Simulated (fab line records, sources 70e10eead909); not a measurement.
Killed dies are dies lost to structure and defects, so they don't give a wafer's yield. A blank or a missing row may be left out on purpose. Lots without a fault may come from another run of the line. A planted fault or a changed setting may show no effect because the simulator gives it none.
fab line records | flow nand_harc
record lots=11 wafers=33 last_day=33
route steps=1302 shown A_CHANNEL_FILL_D1@508 A_ONON_D2@566
lots that met no fault: from a run of the same line without faults
start_h: hours from the record's first day to the start of the lot's first wafer shown | wait_h: hours since the lot's step before | " the same as in the row above | L1.1+2: a row that stands for several wafers | - no value, or no start given | * or withheld: withheld | < > ~ a bound
route shown NAME@n: a module of which the file shows steps, and the number in the route of the first | usual: mean/standard deviation of fault-free wafers | same: alike in all rows | chamber/n: place in a boat | sites: the reading at each site | _std_site: their standard deviation | _edge_site: outer sites' mean less inner sites' | radius_mm: how far each site lies from the wafer's centre | mask NAME#n: copy n | behind: the tool/chamber that last shaped the wafer | hold: why the lot was held/for how many hours/how that ended | device: the transistor (n, p or np) that didn't switch | end of line: the same wafers' tests at the end of the route | a step without rows: its recipe alone | killed: dies lost to structure and defects at the first sort, not the wafer's yield | map: a wafer's dies, x killed, . not, _ none there
set.NAME: the setting as run; set.NAME@STEP: as run at that earlier step | model.NAME: the simulator's own value behind a step, which no gauge read
steps of the route over a sample of lots; a table a step, a row a wafer
services: from which hour (start_h, from the record's first day; less than 0 if before it) a tool's chamber was out of use, for how many hours, and why
## steps
# step NHARC_A_CHANNEL_FILL_D1_ETCHBACK_08
# recipe target_depth_a=2200 time_s=110 c4f8_flow_sccm=20 ar_flow_sccm=withheld rf_w=600 bias_w=300 chemistry=C4F8
# usual oes_product_au=0.95/0.034 rf_fwd_power_W=595.9/2.1 rf_vpp_V=440.3/2.5
# columns lot.wafer tool chamber start_h wait_h oes_product_au rf_fwd_power_W rf_hours_counter_h rf_vpp_V
L284.4 rie_diel-09 2 - - 0.95 599.4 3.8 443.5
L284.3 " 0 " " 0.96 594.2 3.8 446.1
L284.5 " 2 " " 0.96 598.1 - 443.6
L285.1 rie_diel-09 1 - - 0.99 591.8 4.4 438.0
L285.4 " 3 " " 1.00 599.8 4.8 440.4
L285.2 " 0 " " 1.00 593.6 4.7 442.8
L288.1 rie_diel-13 0 - - 0.92 596.3 6.0 439.8
L288.2 " 2 " " 0.91 597.1 5.8 442.6
L288.6 " 1 " " 0.92 591.5 - 439.0
L291.2 rie_diel-09 1 - - 0.92 599.8 5.8 435.8
L291.4 " 2 " " 0.92 598.0 6.9 442.9
L291.1 " 0 " " 0.94 595.2 6.1 444.6
L292.3 rie_diel-13 2 - - 0.92 594.6 9.2 441.7
L292.5 " 2 " " 0.91 594.6 - 440.8
L292.6 " 3 " " 0.92 593.9 - 440.6
L294.1 rie_diel-12 2 - - 0.99 594.3 5.2 444.6
L294.3 " 3 " " 1.00 598.4 5.4 442.2
L294.5 " 1 " " 0.99 595.0 - 438.7
L299.3 rie_diel-13 2 - - 0.98 598.1 2.2 442.4
L299.4 " 3 " " 0.99 594.7 1.9 439.7
L299.5 " 1 " " 0.98 593.2 - 437.9
L302.1 rie_diel-13 0 - - 0.92 598.5 3.4 439.9
L302.2 " 3 " " 0.93 594.2 3.4 439.3
L302.6 " 0 " " 0.92 593.9 - 440.3
L303.3 rie_diel-09 1 - - 0.92 595.6 5.2 436.6
L303.2 " 2 " " 0.93 597.0 4.8 442.4
L303.6 " 0 " " 0.93 595.4 - 443.9
L304.2 rie_diel-12 3 - - 0.92 599.7 9.5 443.0
L304.4 " 0 " " 0.92 597.2 10.1 438.1
L304.3 " 2 " " 0.92 597.4 10.1 444.5
L306.1 rie_diel-13 0 - - 0.93 594.7 6.5 438.6
L306.6 " 2 " " 0.92 594.4 - 441.6
L306.5 " 3 " " 0.93 598.2 - 439.3
# step NHARC_A_CHANNEL_FILL_D1_STRIP_29
# recipe time_s=20 o2_flow_sccm=500 ar_flow_sccm=0 bias_w=0 chemistry=O2
# usual drypump_motor_current_A=5.7/0.37 oes_product_au=1.000/0.0075 rf_vpp_V=57.9/0.91 showerhead_plenum_p_Torr=3.51/0.13 throttle_valve_pct=17.037/0.008
# columns lot.wafer tool chamber start_h wait_h drypump_motor_current_A oes_product_au rf_hours_counter_h rf_vpp_V showerhead_plenum_p_Torr throttle_valve_pct
L284.3 rie_diel-09 0 - - 6.1 0.998 3.8 58.6 3.70 17.029
L284.4 " 2 " " 5.7 0.996 3.9 59.9 3.64 17.045
L284.5 " 0 " " 6.1 1.003 - 57.4 3.70 17.045
L285.1 rie_diel-09 1 - - 5.4 1.001 4.4 57.6 3.32 17.047
L285.4 " 2 " " 5.8 0.990 5.2 58.1 3.64 17.047
L285.2 " 3 " " 5.8 0.995 4.8 60.0 3.49 17.044
L288.1 rie_diel-13 1 - - 5.1 0.991 6.1 58.3 3.42 17.035
L288.2 " 2 " " 5.4 1.002 5.8 57.5 3.62 17.043
L288.6 " 1 " " 5.1 0.997 - 58.3 3.42 17.037
L291.1 rie_diel-09 0 - - 6.2 1.007 6.1 59.3 3.69 17.036
L291.2 " 2 " " 5.8 0.992 6.9 58.4 3.64 17.027
L291.4 " 3 " " 5.7 1.004 6.4 58.3 3.49 17.031
L292.3 rie_diel-13 1 - - 5.1 1.011 8.6 58.6 3.42 17.037
L292.5 " 2 " " 5.4 0.999 - 57.9 3.61 17.038
L292.6 " 3 " " 5.8 0.999 - 57.1 3.45 17.037
L294.3 rie_diel-12 1 - - 5.2 1.006 4.9 57.4 3.36 17.047
L294.1 " 2 " " 5.5 1.006 5.2 56.8 3.71 17.047
L294.5 " 0 " " 6.0 1.005 - 56.4 3.35 17.028
L299.3 rie_diel-13 2 - - 5.4 0.986 2.2 57.5 3.61 17.048
L299.4 " 3 " " 5.7 1.004 1.9 57.4 3.45 17.033
L299.5 " 3 " " 5.7 0.996 - 58.6 3.45 17.040
L302.2 rie_diel-13 3 - - 5.7 1.007 3.4 57.4 3.45 17.040
L302.1 " 0 " " 6.4 0.999 3.4 57.8 3.44 17.032
L302.6 " 2 " " 5.4 0.991 - 59.9 3.61 17.045
L303.3 rie_diel-09 1 - - 5.4 0.992 5.2 57.2 3.32 17.041
L303.2 " 2 " " 5.7 0.987 4.8 58.2 3.63 17.042
L303.6 " 0 " " 6.1 0.996 - 58.2 3.69 17.040
L304.4 rie_diel-12 1 - - 5.3 1.009 10.5 57.1 3.35 17.026
L304.3 " 2 " " 5.5 1.002 10.1 58.2 3.71 17.026
L304.2 " 3 " " 6.0 1.011 9.5 57.7 3.61 17.037
L306.1 rie_diel-13 0 - - 6.4 1.009 6.5 57.9 3.43 17.026
L306.5 " 0 " " 6.3 1.011 - 56.7 3.43 17.031
L306.6 " 1 " " 5.1 1.009 - 58.3 3.42 17.050
# step NHARC_A_CHANNEL_FILL_D1_CMP_10
# recipe target_thk_nm=150
# usual edge_zone_pressure_frac=1.000/0.0049 motor_current_A=11.5/1.4 retaining_ring_pressure_frac=1.000/0.0045 time_to_endpoint_s=14.6/1.9
# columns lot.wafer tool chamber start_h wait_h edge_zone_pressure_frac motor_current_A retaining_ring_pressure_frac time_to_endpoint_s
L284.4 cmp-04 2 236.80 0.4 1.004 10.8 0.996 15.5
L284.3 " 3 " " 1.004 11.3 0.996 15.2
L284.5 " 2 " " 0.994 11.7 0.997 15.6
L285.4 cmp-02 0 263.79 0.4 1.003 10.1 1.002 17.0
L285.2 " 1 " " 1.006 11.6 1.005 16.3
L285.1 " 2 " " 1.002 13.2 1.005 18.4
L288.1 cmp-02 1 284.90 0.4 0.995 11.2 1.003 14.2
L288.2 " 2 " " 1.007 13.3 1.006 16.5
L288.6 " 3 " " 1.003 12.5 1.002 16.0
L291.4 cmp-04 0 316.34 0.4 1.000 13.5 0.998 15.9
L291.2 " 1 " " 0.989 9.3 0.993 17.2
L291.1 " 2 " " 0.997 10.5 0.995 14.3
L292.3 cmp-04 0 334.17 0.4 1.005 13.8 0.996 16.6
L292.5 " 2 " " 0.990 11.0 0.998 16.2
L292.6 " 3 " " 0.998 10.5 0.999 13.7
L294.1 cmp-02 1 353.98 0.4 1.002 11.2 1.003 17.0
L294.3 " 2 " " 1.007 11.9 0.995 17.9
L294.5 " 1 " " 1.009 11.8 0.999 15.7
L299.4 cmp-02 3 402.14 0.4 0.998 12.5 1.003 15.1
L299.3 " 1 " " 1.001 10.9 0.992 15.8
L299.5 " 2 " " 0.998 12.9 0.994 15.6
L302.1 cmp-04 1 433.33 0.4 1.010 9.4 1.007 12.5
L302.2 " 2 " " 1.002 10.9 1.003 13.1
L302.6 " 3 " " 0.995 10.7 1.001 14.2
L303.2 cmp-04 3 440.25 0.4 0.993 11.3 1.002 11.6
L303.3 " 0 " " 1.004 14.1 0.999 12.1
L303.6 " 3 " " 1.004 10.3 0.998 12.1
L304.4 cmp-03 1 447.80 0.4 0.995 10.8 0.998 12.1
L304.2 " 2 " " 1.005 13.1 0.997 11.8
L304.3 " 3 " " 0.990 11.7 0.995 16.1
L306.1 cmp-02 2 474.36 0.4 0.999 12.6 1.008 17.4
L306.5 " 1 " " 0.995 10.9 0.998 15.5
L306.6 " 2 " " 1.002 13.0 1.002 17.5
# step NHARC_A_ONON_D2_DEP_33
# recipe target_thk_a=2000 temp_c=400 pressure_torr=6.5 rf_w=900 teos_flow_sccm=161.4 flow_sccm=2650 target_thk_nm=200 gas=O2 material=SiO2
# usual heater_power_w=558/96 rf_fwd_power_W=898.0/2.9 throttle_valve_pct=15.9/0.53
# columns lot.wafer tool chamber start_h wait_h heater_power_w rf_fwd_power_W throttle_valve_pct
L284.3 pecvd-03 2 282.66 0.1 421 900.0 16.4
L284.5 " 2 " " 447 902.5 16.2
L284.4 " 0 " " 572 898.0 16.0
L285.1 pecvd-02 0 315.67 0.1 464 891.9 15.5
L285.2 " 2 " " 444 893.3 15.4
L285.4 " 0 " " 462 894.2 15.8
L288.1 pecvd-03 0 330.68 0.3 538 900.4 16.5
L288.2 " 1 " " 643 896.8 16.9
L288.6 " 0 " " 559 900.8 16.4
L291.2 pecvd-01 2 367.51 0.3 482 892.5 15.7
L291.1 " 0 " " 611 900.8 16.0
L291.4 " 2 " " 487 893.1 15.7
L292.3 pecvd-01 0 385.13 0.1 506 896.2 15.5
L292.6 " 1 " " 549 898.5 15.3
L292.5 " 2 " " 466 897.1 15.6
L294.1 pecvd-01 1 405.02 0.1 588 908.4 15.4
L294.3 " 2 " " 448 897.6 15.8
L294.5 " 2 " " 461 897.5 15.4
L299.3 pecvd-03 1 462.75 0.1 485 1006.9 16.9
L299.4 " 1 " " 492 1005.5 16.6
L299.5 " 2 " " 418 1008.2 17.0
L302.1 pecvd-03 2 480.22 0.1 481 1005.2 16.9
L302.2 " 1 " " 505 1009.5 16.6
L302.6 " 0 " " 505 1005.5 16.0
L303.3 pecvd-01 2 489.08 0.1 449 897.6 15.7
L303.2 " 0 " " 618 899.6 15.9
L303.6 " 1 " " 715 898.6 15.7
L304.2 pecvd-02 1 497.14 0.4 628 896.5 15.9
L304.4 " 2 " " 463 896.6 14.8
L304.3 " 1 " " 632 894.4 16.0
L306.1 pecvd-01 1 521.94 0.1 684 897.9 15.3
L306.6 " 0 " " 651 894.4 15.8
L306.5 " 1 " " 727 903.3 15.5
# step NHARC_A_ONON_D2_THK_MEAS_34
# recipe thk_meas_gauge=ellipsometry
# usual thk_nm=200.4/2.9
# columns lot.wafer tool chamber start_h wait_h thk_nm
L284.3 film_metro-01 - 283.08 - 199.6
L284.4 " - " " 200.7
L284.5 " - " " 200.0
L285.1 film_metro-02 - 316.08 - 201.7
L285.2 " - " " 199.2
L285.4 " - " " 200.2
L288.1 film_metro-01 - 331.09 - 197.5
L288.2 " - " " 198.8
L288.6 " - " " 200.1
L291.1 film_metro-02 - 367.88 - 203.5
L291.2 " - " " 203.6
L291.4 " - " " 206.1
L292.3 film_metro-01 - 385.54 - 200.4
L292.5 " - " " 202.9
L292.6 " - " " 201.9
L294.1 film_metro-02 - 405.39 - 200.3
L294.3 " - " " 199.0
L294.5 " - " " 204.7
L299.3 film_metro-01 - 463.12 - 207.9
L299.4 " - " " 211.4
L299.5 " - " " 209.0
L302.1 film_metro-01 - 480.63 - 208.2
L302.2 " - " " 207.1
L302.6 " - " " 210.3
L303.2 film_metro-02 - 489.50 - 200.1
L303.3 " - " " 199.5
L303.6 " - " " 201.6
L304.2 film_metro-02 - 497.63 0.4 198.1
L304.3 " - " " 196.3
L304.4 " - " " 197.9
L306.1 film_metro-02 - 522.31 - 194.3
L306.5 " - " " 199.4
L306.6 " - " " 201.7
## services
# columns tool chamber start_h hours kind
cmp-04 - 209.26 4.0 pm
rie_diel-09 1 218.83 4.4 repair
cmp-02 - 233.74 4.0 pm
cmp-02 - 238.60 0.2 repair
cmp-02 - 243.80 0.4 repair
cmp-02 - 247.48 1.2 repair
rie_diel-09 - 251.28 1.1 repair
cmp-04 - 307.26 4.0 pm
rie_diel-13 1 310.49 7.6 repair
pecvd-01 - 311.15 13.0 pm
rie_diel-09 - 320.15 9.0 pm
pecvd-01 - 329.37 1.4 repair
cmp-02 - 331.74 4.0 pm
rie_diel-13 - 336.36 2.4 repair
rie_diel-13 - 342.00 9.0 pm
cmp-04 - 364.73 0.3 repair
cmp-02 - 374.08 2.7 repair
pecvd-01 0 379.19 1.7 repair
rie_diel-09 0 411.04 4.2 repair
rie_diel-09 - 497.15 9.0 pm
rie_diel-13 3 500.81 2.5 repair
rie_diel-13 0 502.74 1.3 repair
rie_diel-09 - 508.76 0.7 repair
rie_diel-13 - 519.00 9.0 pm
## key
first_sign step=NHARC_A_ONON_D2_DEP_33 reading=rf_fwd_power_W direction=up sigmas=37 usual=* struck=*
effect step=NHARC_A_ONON_D2_THK_MEAS_34 reading=thk_nm direction=up sigmas=3 usual=200.4 struck=209.0
met_at NHARC_A_ONON_D2_DEP_33
struck_lots L299,L302
tester_left_out L299,L302
not_acting_at NHARC_A_CHANNEL_FILL_D1_ETCHBACK_08,NHARC_A_CHANNEL_FILL_D1_STRIP_29,NHARC_A_CHANNEL_FILL_D1_CMP_10
onset_between 330.68 462.75
fault kind=process_parameter_drift tool=pecvd-03 chamber=- onset_h=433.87 steps=NHARC_A_ONON_D2_DEP_33 channel=rf_w offset=* shape=step end_h=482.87 acts_in=* stated=*
# tester_left_out: of these lots the tester's yield and bins aren't shown, on N5 and GAA mostly nor the transistor test; their killed dies are dies lost to structure and defects alone, not to doping, threshold or leakage, so they don't give the yield
